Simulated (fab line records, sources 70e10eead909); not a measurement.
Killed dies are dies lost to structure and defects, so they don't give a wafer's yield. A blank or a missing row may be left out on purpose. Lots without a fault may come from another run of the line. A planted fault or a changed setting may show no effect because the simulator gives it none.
Which tool did it? | flow nand_harc | 12 lots, 36 wafers sampled, at 5 steps of a route of 1302

WHAT THE GAUGES READ, wafer by wafer
NHARC_P_STI_INSPECT_25.
lot  | measured     | on                | raw_defect_count
L553 | day 4 00:33  | defect_inspect-02 | 128 110 155
L554 | day 4 09:33  | defect_inspect-02 | 119 130 109
L555 | day 4 22:32  | defect_inspect-01 | 115 146 290
L558 | day 6 03:53  | defect_inspect-02 | 147 198 149
L564 | day 8 13:15  | defect_inspect-02 | 133 265 229
L568 | day 10 02:52 | defect_inspect-02 | 157 173 207
L574 | day 12 19:30 | defect_inspect-01 | 244 263 256
L575 | day 13 02:50 | defect_inspect-01 | 382 200 303
L576 | day 13 15:29 | defect_inspect-01 | 181 131 87

NHARC_END_SORT_01.
lot  | measured     | on        | killed_at_array | killed_at_other | killed_at_periphery | killed_dies | killed_open | killed_short
L565 | day 29 14:22 | prober-02 | 59 51 39        | 1 3 0           | 617 623 638         | 677 677 677 | 5 4 4       | 3 1 1
L566 | day 30 19:33 | prober-02 | 86 79 63        | 1 1 2           | 590 597 612         | 677 677 677 | 3 4 4       | 1 1 1
L567 | day 31 03:23 | prober-01 | 61 53 67        | 1 2 0           | 615 622 610         | 677 677 677 | 3 2 3       | 2 3 1

WHICH TOOL RAN EACH LOT (tool, then ch and the chambers of the sampled wafers, then the start)
lot  | NHARC_P_ZERO_WELL_ETCH_62                     | NHARC_P_ZERO_WELL_IMPLANT_58    | NHARC_P_STI_ETCH_42
L553 | rie_diel-05 ch 0,2,3, day 1 23:34 or earlier  | implanter-02 ch 0, day 1 23:34  | rie_diel-10 ch 1,2,3, day 2 20:45
L554 | rie_diel-13 ch 1,2,3, day 2 09:23 or earlier  | implanter-02 ch 0, day 2 09:23  | rie_diel-01 ch 0,2,3, day 3 06:48
L555 | rie_diel-08 ch 1,2,3, day 2 19:20 or earlier  | implanter-02 ch 0, day 2 19:20  | rie_diel-09 ch 0,1,3, day 3 17:20
L558 | rie_diel-13 ch 0,1,2, day 4 01:22 or earlier  | implanter-01 ch 0, day 4 01:22  | rie_diel-01 ch 0,2,3, day 5 01:10
L564 | rie_diel-08 ch 1,2,3, day 6 13:16 or earlier  | implanter-01 ch 0, day 6 13:16  | rie_diel-01 ch 2,3, day 7 11:14
L565 | rie_diel-13 ch 1,2, day 6 23:14 or earlier    | implanter-01, day 6 23:14       | -
L566 | rie_diel-13 ch 1,2,3, day 7 09:20 or earlier  | implanter-01, day 7 09:20       | -
L567 | rie_diel-05 ch 0,2, day 7 19:19 or earlier    | implanter-02, day 7 19:19       | -
L568 | rie_diel-08 ch 0,1,3, day 8 05:41 or earlier  | implanter-02 ch 0, day 8 05:41  | rie_diel-01 ch 1,2,3, day 9 02:44
L574 | rie_diel-13 ch 0,1,2, day 10 17:15 or earlier | implanter-01 ch 0, day 10 17:15 | rie_diel-09 ch 0,1,3, day 11 13:59
L575 | rie_diel-05 ch 0,1,2, day 11 03:10 or earlier | implanter-02 ch 0, day 11 03:10 | rie_diel-01 ch 0,2,3, day 12 00:32
L576 | rie_diel-05 ch 1,2, day 11 13:29 or earlier   | implanter-01 ch 0, day 11 13:29 | rie_diel-01 ch 0,1,2, day 12 10:43
- NHARC_P_ZERO_WELL_ETCH_62: etches the open film in CHF3/Ar, target depth 13 nm, time 6.5 s.
- NHARC_P_ZERO_WELL_IMPLANT_58
- NHARC_P_STI_ETCH_42: etches the open film in N2/H2, target depth 80 nm, overetch 24 nm, time 61 s.

WHAT THE TOOLS THEMSELVES READ (means of the sampled wafers that have a number; where no wafer has one, the mark that the record gives instead)
NHARC_P_ZERO_WELL_ETCH_62.
lot  | tool        | drypump_motor_current_A (A) | mfc_ar_sccm (sccm) | oes_product_au (a.u.) | rf_vpp_V (V) | showerhead_plenum_p_Torr (Torr) | throttle_valve_pct (%)
L553 | rie_diel-05 | 5.8                         | 199.5              | 0.968                 | 369.5        | 2.30                            | 20.203
L554 | rie_diel-13 | 6.1                         | 200.7              | 0.955                 | 369.8        | 2.32                            | 20.222
L555 | rie_diel-08 | 5.8                         | 200.3              | 0.975                 | 368.8        | 2.26                            | 20.214
L558 | rie_diel-13 | 6.0                         | 200.2              | 0.929                 | 370.9        | 2.32                            | 20.214
L564 | rie_diel-08 | 5.8                         | 200.2              | 0.956                 | 368.5        | 2.25                            | 20.222
L565 | rie_diel-13 | 6.0                         | 200.1              | 0.966                 | 370.2        | 2.29                            | 20.221
L566 | rie_diel-13 | 6.1                         | 199.4              | 0.961                 | 370.0        | 2.30                            | 20.211
L567 | rie_diel-05 | 5.7                         | 200.2              | 0.982                 | 369.3        | 2.28                            | 20.217
L568 | rie_diel-08 | 5.8                         | 200.2              | 0.930                 | 369.8        | 2.30                            | 20.211
L574 | rie_diel-13 | 6.0                         | 200.2              | 0.979                 | 372.6        | 2.42                            | 20.205
L575 | rie_diel-05 | 5.8                         | 200.7              | 0.973                 | 370.7        | 2.35                            | 20.225
L576 | rie_diel-05 | 5.9                         | 199.6              | 0.962                 | 371.7        | 2.38                            | 20.219

NHARC_P_ZERO_WELL_IMPLANT_58.
lot  | tool         | beam_energy_keV | beam_on_s (s) | faraday_current_uA | tilt_deg (degrees)
L553 | implanter-02 | 100.00          | 10.14         | 25.0               | 7.003
L554 | implanter-02 | 99.98           | 9.77          | 26.0               | 6.995
L555 | implanter-02 | 100.00          | 10.23         | 24.8               | 7.011
L558 | implanter-01 | 100.00          | 9.81          | 25.8               | 6.998
L564 | implanter-01 | 100.01          | 9.92          | 25.6               | 7.026
L565 | implanter-01 | -               | -             | -                  | -
L566 | implanter-01 | -               | -             | -                  | -
L567 | implanter-02 | -               | -             | -                  | -
L568 | implanter-02 | 100.02          | 10.10         | 25.1               | 6.986
L574 | implanter-01 | 100.01          | 10.04         | 25.3               | 6.973
L575 | implanter-02 | 99.99           | 9.76          | 26.0               | 7.012
L576 | implanter-01 | 100.00          | 10.11         | 25.1               | 6.985

NHARC_P_STI_ETCH_42.
lot  | tool        | drypump_motor_current_A (A) | mfc_ar_sccm (sccm) | oes_product_au (a.u.) | rf_vpp_V (V) | showerhead_plenum_p_Torr (Torr) | throttle_valve_pct (%)
L553 | rie_diel-10 | 6.0                         | 0.012              | 0.999                 | 432.1        | 2.08                            | 14.168
L554 | rie_diel-01 | 5.4                         | 0.010              | 1.005                 | 430.2        | 2.02                            | 14.160
L555 | rie_diel-09 | 6.4                         | 0.014              | 0.997                 | 431.7        | 2.08                            | 14.174
L558 | rie_diel-01 | 5.4                         | 0.010              | 1.010                 | 430.2        | 2.02                            | 14.164
L564 | rie_diel-01 | 5.2                         | 0.014              | 0.995                 | 428.7        | 1.99                            | 14.174
L568 | rie_diel-01 | 5.6                         | 0.011              | 0.998                 | 429.2        | 1.99                            | 14.176
L574 | rie_diel-09 | 6.3                         | 0.014              | 0.993                 | 431.7        | 2.08                            | 14.169
L575 | rie_diel-01 | 5.4                         | 0.010              | 1.001                 | 430.5        | 2.02                            | 14.171
L576 | rie_diel-01 | 5.8                         | 0.013              | 0.990                 | 428.6        | 1.97                            | 14.174

THE ANSWER, worked out from the rows above alone
Rule: what is usual is taken from the lots themselves. Put in order of their means at a reading, lots are off if they are a third of the lots or fewer, leave a main group of 4 or more, and stand apart from it by a gap of 3 or more times the standard deviation of the main group's means; of several such gaps the widest counts. A main group whose means are all the same, to the digits that the tables above print for the reading, isn't used. A lot without any number at a reading at which 4 lots or more have one is off too. The other lots that the step has rows for count as sound. The gauges are gone through in route order, then the tools' own readings, and for those a lot's mean is taken as printed above. The first step at which some lot is off is used, and at that step the reading that is off furthest; a lot without a number counts as furthest.
Off: L565, L566, L567, at NHARC_P_ZERO_WELL_IMPLANT_58 (beam_energy_keV). Without a number there: L565, L566, L567. The main group: mean 100.00, standard deviation 0.011.
A tool fits if, at that step or a process step before it, it ran every lot that is off, and no sound lot after the first of them. NHARC_P_ZERO_WELL_ETCH_62 gives no start for some lots, so the hours and the order of its lots are those of NHARC_P_ZERO_WELL_IMPLANT_58. None of those tried fits.

WHAT THE SIMULATOR HAD PUT IN
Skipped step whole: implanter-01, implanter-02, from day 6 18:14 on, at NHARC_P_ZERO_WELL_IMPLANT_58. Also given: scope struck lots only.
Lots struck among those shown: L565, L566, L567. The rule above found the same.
